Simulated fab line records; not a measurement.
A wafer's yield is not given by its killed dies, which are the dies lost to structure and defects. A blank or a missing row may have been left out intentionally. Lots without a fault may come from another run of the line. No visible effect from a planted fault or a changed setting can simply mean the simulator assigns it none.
fab line records    flow nandHarc
record: lots: 5  wafers: 15  lastDay: 24
route steps=1159 shown P_ZERO_WELL@61 P_STI@69 END@1159
lots that met no fault: from a run of the same line without faults
startH: start of the lot's first displayed wafer, in hours after the record's first day    waitH: hours since the lot's step before    " unchanged from the row above    L1.1+2: one row covering several wafers at once    - value missing, or start not given    * or withheld: withheld    < > ~ a bound
route shown NAME@n: a module of which the file shows steps, and the number in the route of the first    usual: mean/standard deviation taken from wafers without a fault    same: alike in all rows    chamber/n: place in a boat    sites: per-site readings    _std_site: the values' standard deviation    _edge_site: the outer-site mean with the inner-site mean subtracted    radiusMm: for every site, how far away it sits from the centre of the wafer    mask NAME#n: copy n    behind: the most recent tool/chamber to have shaped the wafer    hold: why the lot was held/for how many hours/how that ended    device: the transistor (n, p or np) that didn't switch    end of line: at the end of the route, the tests of the same wafers    a step given without rows: its recipe and nothing more    killed: dies that structure and defects cost at the first sort, which is not the same as the wafer's yield    map: a wafer's dies, marking killed ones x, the rest . and places with no die _
set.NAME: setting as actually run; set.NAME@STEP: the setting as run at that earlier step    model.NAME: the simulator's own value behind a step, which no gauge read
lots at selected steps of the route; one table per step, one row per wafer
services: a tool's chamber out of use, with start hour (startH, from the record's first day; less than 0 if before it), hours out, and reason
== steps ==
step: NHARC_P_ZERO_WELL_DESCUM_54
recipe: timeS: 3  o2FlowSccm: 200  arFlowSccm: 0  biasPowerW: 0  chemistry: O2
usual: drypumpMotorCurrentA: 5.5/0.6  oesProductAu: 0.999/0.0076  rfVppV: 57.9/0.8  showerheadPlenumPTorr: 1.94/0.051  throttleValvePct: 11.312/0.0094
lot.wafer  tool        chamber  startH  waitH  drypumpMotorCurrentA  oesProductAu  rfHoursCounterH  rfVppV  showerheadPlenumPTorr  throttleValvePct
L517.3     rieDiel-01  2        17.64   -      4.9                   0.989         3                58.5    1.95                   11.311
L517.4     "           3        "       "      6.0                   0.985         3                57.9    1.95                   11.312
L517.1     "           0        "       "      5.6                   0.983         2                56.9    1.96                   11.306
L518.1     rieDiel-06  1        23.80   -      4.9                   0.999         6                57.6    1.90                   11.306
L518.2     "           3        "       "      6.7                   0.999         7                58.4    2.01                   11.314
L518.6     "           0        "       "      6.3                   1.011         -                56.7    1.90                   11.325
L534.1     rieDiel-06  0        119.72  -      6.3                   1.017         4                57.1    1.90                   11.334
L534.4     "           1        "       "      4.8                   1.001         2                56.5    1.90                   11.317
L534.6     "           3        "       "      6.7                   1.013         -                57.5    2.00                   11.312
L536.4     rieDiel-01  3        131.70  -      6.0                   1.006         13               56.9    1.95                   11.315
L536.3     "           1        "       "      5.4                   1.007         11               57.9    1.86                   11.317
L536.5     "           0        "       "      5.6                   1.010         -                58.5    1.95                   11.309
L539.1     rieDiel-01  3        149.73  -      6.0                   1.002         0                58.2    1.95                   11.328
L539.6     "           1        "       "      5.4                   1.001         -                57.5    1.86                   11.319
L539.5     "           2        "       "      4.9                   0.992         -                59.1    1.95                   11.305
step: NHARC_P_ZERO_WELL_IMPLANT_55
recipe: energyKev: 180  doseCm2: 8e+11  tiltDeg: 7
step: NHARC_P_ZERO_WELL_IMPLANT_61
recipe: energyKev: 30  doseCm2: 5e+11  tiltDeg: 7
step: NHARC_P_ZERO_WELL_STRIP_56
recipe: timeS: 840  tempC: 130  chemistry: SPM
step: NHARC_P_ZERO_WELL_PRECLEAN_68
recipe: timeS: 60  tempC: 50  bathAgeMin: 0  chemistry: SC1
step: NHARC_P_ZERO_WELL_SRD_69
step: NHARC_P_ZERO_WELL_RTA_42
recipe: tempC: 1100  timeS: 300
usual: lampPowerPct: 41/4.4  lamp_zone_1_pct: 41/4.5  wafer_temp_C_max: 1104.3/1.1
lot.wafer  tool          chamber  startH  waitH  lampPowerPct  lamp_zone_1_pct  wafer_temp_C_max
L517.1     rtpAnneal-01  0        18.62   -      36            36               1104.9
L517.3     "             0        "       "      37            36               1104.5
L517.4     "             0        "       "      36            36               1105.6
L518.1     rtpAnneal-01  0        24.77   -      37            36               1104.8
L518.2     "             0        "       "      36            36               1104.2
L518.6     "             0        "       "      37            36               1105.1
L534.1     rtpAnneal-02  0        120.67  -      45            45               1103.9
L534.4     "             0        "       "      45            45               1103.3
L534.6     "             0        "       "      45            45               1103.2
L536.3     rtpAnneal-01  0        132.90  -      36            36               1104.8
L536.4     "             0        "       "      36            36               1104.3
L536.5     "             0        "       "      36            36               1104.6
L539.1     rtpAnneal-02  0        150.68  -      45            45               1103.7
L539.5     "             0        "       "      45            45               1104.6
L539.6     "             0        "       "      45            45               1103.3
step: NHARC_P_ZERO_WELL_INSPECT_43
usual: rawDefectCount: 13/5.9
lot.wafer  tool              chamber  startH  waitH  rawDefectCount
L517.1     defectInspect-01  -        19.30   0.6    11
L517.3     "                 -        "       "      8
L517.4     "                 -        "       "      10
L518.1     defectInspect-02  -        25.45   0.6    20
L518.2     "                 -        "       "      15
L518.6     "                 -        "       "      8
L534.1     defectInspect-02  -        121.34  0.6    14
L534.4     "                 -        "       "      12
L534.6     "                 -        "       "      10
L536.3     defectInspect-01  -        133.36  0.4    28
L536.4     "                 -        "       "      16
L536.5     "                 -        "       "      19
L539.1     defectInspect-02  -        151.36  0.6    15
L539.5     "                 -        "       "      15
L539.6     "                 -        "       "      7
step: NHARC_P_STI_ETCH_26
recipe: targetDepthA: 110  chemistry: dHF  material: SiO2
step: NHARC_P_STI_PRECLEAN_27
recipe: timeS: *  tempC: 50  bathAgeMin: 0  chemistry: SC1
step: NHARC_P_STI_SRD_28
step: NHARC_P_STI_OXIDE_29
recipe: targetThkA: 100  tempC: 900  oxTimeS: 1362  material: SiO2
step: NHARC_P_STI_HM_DEP_30
recipe: targetThkA: 800  tempC: 790  pressureMtorr: 300  timeS: 873  material: Si3N4
usual: spikeTcUpperC: 789.4/1.4  zonePowerCentrePct: 14.7/0.93
lot.wafer  tool      chamber  startH  waitH  spikeTcUpperC  zonePowerCentrePct
L517.1     lpcvd-02  0        32.71   3.6    790.1          14.2
L517.3     "         0        "       "      790.2          14.5
L517.4     "         0        "       "      792.1          14.4
L518.1     lpcvd-02  1        36.78   3.6    790.2          15.7
L518.2     "         1        "       "      789.2          16.0
L518.6     "         1        "       "      789.7          15.7
L534.1     lpcvd-02  0        130.49  3.6    791.6          14.5
L534.4     "         0        "       "      791.9          14.4
L534.6     "         0        "       "      790.5          14.2
L536.3     lpcvd-02  1        141.36  3.6    791.2          15.8
L536.4     "         1        "       "      789.0          16.1
L536.5     "         1        "       "      788.5          16.1
L539.1     lpcvd-01  1        163.76  3.6    789.1          13.8
L539.5     "         1        "       "      789.8          13.9
L539.6     "         1        "       "      789.8          13.8
step: NHARC_P_STI_DEHYDRATE_01
recipe: tempC: 150  timeS: 120
step: NHARC_P_STI_HMDS_02
recipe: timeS: 30
step: NHARC_P_STI_COAT_41
recipe: tempC: 200  timeS: 65
step: NHARC_P_STI_COAT_03
recipe: spinRpm: 2000  resistThkNm: 600
step: NHARC_P_STI_SOFTBAKE_04
recipe: tempC: 125  timeS: 70
step: NHARC_P_STI_EBR_05
step: NHARC_P_STI_EXPOSE_06
recipe: na: 0.55  targetCdNm: 200  doseMj: 37.69  maskId: P_STI
step: NHARC_P_STI_PEB_07
recipe: pebTempC: 128  pebTimeS: 80
step: NHARC_P_STI_DEVELOP_08
recipe: timeS: 50  devTempC: 22
step: NHARC_P_STI_CD_MEAS_09
recipe: targetCdNm: 200  landingEnergyEv: 500
usual: cdNm: 199.4/1.7
lot.wafer  tool      chamber  startH  waitH  cdNm
L517.1     cdSem-01  0        36.82   -      197.5
L517.3     "         0        "       "      199.4
L517.4     "         0        "       "      198.0
L518.1     cdSem-02  0        40.77   -      201.2
L518.2     "         0        "       "      202.1
L518.6     "         0        "       "      200.6
L534.1     cdSem-03  0        134.55  -      197.9
L534.4     "         0        "       "      201.0
L534.6     "         0        "       "      200.2
L536.3     cdSem-02  0        145.63  -      196.5
L536.4     "         0        "       "      197.4
L536.5     "         0        "       "      200.1
L539.1     cdSem-02  0        167.87  -      201.6
L539.5     "         0        "       "      202.0
L539.6     "         0        "       "      200.5
step: NHARC_P_STI_OVL_MEAS_10
usual: overlayXNm: 2/5.4  overlayYNm: 0/4.9
lot.wafer  tool        chamber  startH  waitH  overlayXNm  overlayYNm
L517.1     overlay-01  -        36.90   -      0           -3
L517.3     "           -        "       "      1           -2
L517.4     "           -        "       "      1           -2
L518.1     overlay-01  -        40.85   -      -1          9
L518.2     "           -        "       "      -1          10
L518.6     "           -        "       "      -1          9
L534.1     overlay-02  -        134.64  -      1           -6
L534.4     "           -        "       "      1           -6
L534.6     "           -        "       "      1           -6
L536.3     overlay-02  -        145.72  -      6           -1
L536.4     "           -        "       "      7           -1
L536.5     "           -        "       "      7           -1
L539.1     overlay-02  -        167.97  -      0           -5
L539.5     "           -        "       "      -1          -5
L539.6     "           -        "       "      -1          -5
step: NHARC_P_STI_INSPECT_11
usual: rawDefectCount: 5.6/3
lot.wafer  tool              chamber  startH  waitH  rawDefectCount
L517.1     defectInspect-02  -        36.94   0.0    13
L517.3     "                 -        "       "      5
L517.4     "                 -        "       "      1
L518.1     defectInspect-01  -        40.89   0.0    1
L518.2     "                 -        "       "      4
L518.6     "                 -        "       "      5
L534.1     defectInspect-02  -        134.68  0.0    16
L534.4     "                 -        "       "      14
L534.6     "                 -        "       "      20
L536.3     defectInspect-01  -        145.75  0.0    8
L536.4     "                 -        "       "      3
L536.5     "                 -        "       "      8
L539.1     defectInspect-01  -        168.01  0.0    7
L539.5     "                 -        "       "      2
L539.6     "                 -        "       "      12
step: NHARC_P_STI_HARDBAKE_13
recipe: tempC: 118  timeS: 65
step: NHARC_END_SORT_01
recipe: tempC: 25
usual: killedAtArray: 29/11  killedAtOther: 0.6/0.89  killedAtPeriphery: 3.8/2.8  killedDies: 33/12  killedOpen: 3.5/1.9  killedShort: 1.9/1.3
same: grossDies: 677
lot.wafer  tool       chamber  startH  waitH  killedAtArray  killedAtOther  killedAtPeriphery  killedDies  killedOpen  killedShort
L517.1     prober-01  0        447.05  2.5    25             0              2                  27          2           4
L517.3     prober-01  0        448.64  3.1    25             0              4                  29          5           1
L517.4     prober-01  0        449.44  3.4    17             1              2                  20          4           0
L518.1     prober-01  0        454.84  2.5    41             0              4                  45          4           0
L518.2     prober-01  0        455.64  2.8    40             2              5                  47          3           5
L518.6     prober-01  0        458.83  4.0    41             0              9                  50          8           3
L536.3     prober-01  0        548.77  3.1    53             1              4                  58          6           0
L536.4     prober-01  0        549.57  3.4    49             1              4                  54          4           4
L536.5     prober-01  0        550.36  3.7    49             0              6                  55          4           3
L534.1     prober-01  0        554.97  2.5    13             0              10                 23          4           1
L534.4     prober-01  0        557.38  3.4    14             0              6                  20          3           3
L534.6     prober-01  0        558.98  4.0    17             0              5                  22          2           1
L539.1     prober-01  0        577.56  2.5    52             0              6                  58          3           3
L539.5     prober-01  0        580.80  3.7    59             0              8                  67          8           4
L539.6     prober-01  0        581.61  4.0    54             0              9                  63          8           2
killed by level:class
L517.1 A_SLIT:chamberFilmFlake=9 A_CHANNEL_HOLE_D1:chamberFilmFlake=3 A_STAIRCASE:chamberFilmFlake=3 A_M1:chamberFilmFlake=3 A_ONON_D1:geometricParticle:short=2 A_CONTACT:chamberFilmFlake=2 P_M1:geometricParticle:short=1 A_CHANNEL_FILL_D1:geometricParticle:open=1
L517.3 A_SLIT:chamberFilmFlake=11 A_STAIRCASE:chamberFilmFlake=3 A_SGD_CUT:chamberFilmFlake=3 P_CONTACT:geometricParticle:open=2 A_CONTACT:geometricParticle:open=2 A_SGD_CUT:geometricParticle:short=1 A_BLC:geometricParticle:open=1 P_GATE:chamberFilmFlake=1
L517.4 A_SLIT:chamberFilmFlake=5 A_CHANNEL_HOLE_D1:chamberFilmFlake=3 A_CONTACT:geometricParticle:open=2 A_SGD_CUT:chamberFilmFlake=2 A_CONTACT:chamberFilmFlake=2 P_GATE:geometricParticle:open=1 A_M1:geometricParticle:open=1 P_GATE:chamberFilmFlake=1
L518.1 A_CHANNEL_HOLE_D1:chamberFilmFlake=16 A_SLIT:chamberFilmFlake=13 A_CONTACT:chamberFilmFlake=3 A_M1:chamberFilmFlake=3 P_M1:chamberFilmFlake=2 A_CHANNEL_FILL_D1:chamberFilmFlake=2 A_STAIRCASE:chamberFilmFlake=2 P_GATE:geometricParticle:open=1
L518.2 A_CHANNEL_HOLE_D1:chamberFilmFlake=13 A_SLIT:chamberFilmFlake=8 A_CONTACT:chamberFilmFlake=7 P_M1:chamberFilmFlake=4 A_M1:chamberFilmFlake=3 A_ONON_D1:geometricParticle:open=2 A_CHANNEL_HOLE_D1:geometricParticle:short=2 A_CHANNEL_FILL_D1:chamberFilmFlake=2
L518.6 A_CHANNEL_HOLE_D1:chamberFilmFlake=14 A_SLIT:chamberFilmFlake=12 A_CONTACT:chamberFilmFlake=5 P_M0:geometricParticle:open=2 P_GATE:chamberFilmFlake=2 P_BONDPAD:chamberFilmFlake=2 A_M1:chamberFilmFlake=2 P_GATE:geometricParticle:open=1
L536.3 A_CHANNEL_HOLE_D1:chamberFilmFlake=25 A_SLIT:chamberFilmFlake=18 P_GATE:chamberFilmFlake=3 A_CONTACT:geometricParticle:open=2 A_M0:geometricParticle:open=2 P_M0:geometricParticle:open=1 A_CHANNEL_FILL_D1:geometricParticle:open=1 A_CHANNEL_FILL_D1:chamberFilmFlake=1
L536.4 A_CHANNEL_HOLE_D1:chamberFilmFlake=25 A_SLIT:chamberFilmFlake=14 A_WL_FILL:geometricParticle:short=2 P_STI:chamberFilmFlake=2 P_GATE:chamberFilmFlake=2 A_CHANNEL_HOLE_D1:geometricParticle:short=1 A_CHANNEL_FILL_D1:geometricParticle:open=1 A_CHANNEL_FILL_D1:geometricParticle:short=1
L536.5 A_SLIT:chamberFilmFlake=21 A_CHANNEL_HOLE_D1:chamberFilmFlake=19 P_GATE:chamberFilmFlake=6 A_ONON_D1:geometricParticle:short=2 A_BLC:geometricParticle:open=2 A_ONON_D1:geometricParticle:open=1 A_CHANNEL_FILL_D1:geometricParticle:open=1 A_WL_FILL:geometricParticle:short=1
L534.1 P_STI:unspecified=8 A_CHANNEL_HOLE_D1:chamberFilmFlake=3 A_CONTACT:chamberFilmFlake=3 A_STAIRCASE:chamberFilmFlake=2 P_GATE:geometricParticle:open=1 P_M0:geometricParticle:open=1 A_SGD_CUT:geometricParticle:short=1 A_CONTACT:geometricParticle:open=1
L534.4 P_STI:unspecified=5 A_CONTACT:chamberFilmFlake=4 A_CHANNEL_HOLE_D1:chamberFilmFlake=3 A_CHANNEL_FILL_D1:geometricParticle:short=2 A_ONON_D1:geometricParticle:short=1 A_CHANNEL_FILL_D1:geometricParticle:open=1 A_WL_FILL:geometricParticle:open=1 A_CONTACT:geometricParticle:open=1
L534.6 A_CHANNEL_HOLE_D1:chamberFilmFlake=7 P_STI:unspecified=4 A_CONTACT:chamberFilmFlake=4 A_WL_FILL:chamberFilmFlake=2 P_GATE:geometricParticle:open=1 A_ONON_D1:geometricParticle:open=1 A_CONTACT:geometricParticle:short=1 A_STAIRCASE:chamberFilmFlake=1
L539.1 A_CHANNEL_HOLE_D1:chamberFilmFlake=25 A_SLIT:chamberFilmFlake=14 A_CONTACT:chamberFilmFlake=6 A_ZERO_WELL:chamberFilmFlake=3 P_STI:geometricParticle:short=2 P_M0:chamberFilmFlake=2 P_CONTACT:geometricParticle:open=1 A_SGD_CUT:geometricParticle:open=1
L539.5 A_CHANNEL_HOLE_D1:chamberFilmFlake=22 A_SLIT:chamberFilmFlake=16 A_CONTACT:chamberFilmFlake=12 P_CONTACT:geometricParticle:open=2 A_ONON_D1:geometricParticle:open=2 A_ONON_D1:geometricParticle:short=2 P_GATE:chamberFilmFlake=2 P_M0:chamberFilmFlake=2
L539.6 A_SLIT:chamberFilmFlake=19 A_CHANNEL_HOLE_D1:chamberFilmFlake=19 A_CONTACT:chamberFilmFlake=9 P_M0:chamberFilmFlake=4 P_M0:geometricParticle:open=2 P_GATE:geometricParticle:open=1 P_CONTACT:geometricParticle:open=1 A_SOURCE_PLATE:geometricParticle:short=1
== services ==
tool        chamber  startH  hours  kind
rieDiel-01  0        -5.70   -      clean
rieDiel-01  1        -5.70   -      clean
rieDiel-01  2        -5.70   -      clean
rieDiel-01  3        -5.70   -      clean
rieDiel-01  -        11.58   2.0    repair
rieDiel-01  0        18.80   -      clean
rieDiel-01  1        18.80   -      clean
rieDiel-01  2        18.80   -      clean
rieDiel-01  3        18.80   -      clean
rieDiel-01  0        43.32   -      clean
rieDiel-01  1        43.32   -      clean
rieDiel-01  2        43.32   -      clean
rieDiel-01  3        43.32   -      clean
rieDiel-01  2        61.32   12.1   repair
rieDiel-06  -        64.47   9.0    pm
rieDiel-01  0        67.84   -      clean
rieDiel-01  1        79.99   24.8   repair
rieDiel-06  1        88.05   4.1    repair
lpcvd-02    -        98.90   6.3    repair
rieDiel-01  2        106.34  5.2    repair
rieDiel-01  1        118.32  1.4    repair
rieDiel-06  -        130.10  0.2    repair
rieDiel-01  -        137.80  9.0    pm
lpcvd-02    -        157.35  0.6    repair
== key ==
firstSign: step: NHARC_P_STI_INSPECT_11  reading: rawDefectCount  direction: up  sigmas: 3.7  usual: 5.6  struck: 16.7
effect none on later readings
metAt NHARC_P_STI_HM_DEP_30
struckWafers L534.1,L534.4,L534.6
testerLeftOut L534
onsetBetween 32.71 130.49
alsoFits NHARC_P_ZERO_WELL_DESCUM_54:rieDiel-06
fault: kind: chamberParticleSource  tool: lpcvd-02  chamber: 0  onsetH: 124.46  steps: NHARC_P_STI_HM_DEP_30  ratePerVisitCm2: 0.01506  endH: 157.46
testerLeftOut: of these lots the tester's yield and bins aren't shown, on N5 and GAA mostly nor the transistor test; their killed dies are dies lost to structure and defects alone, not to doping, threshold or leakage, so they don't give the yield
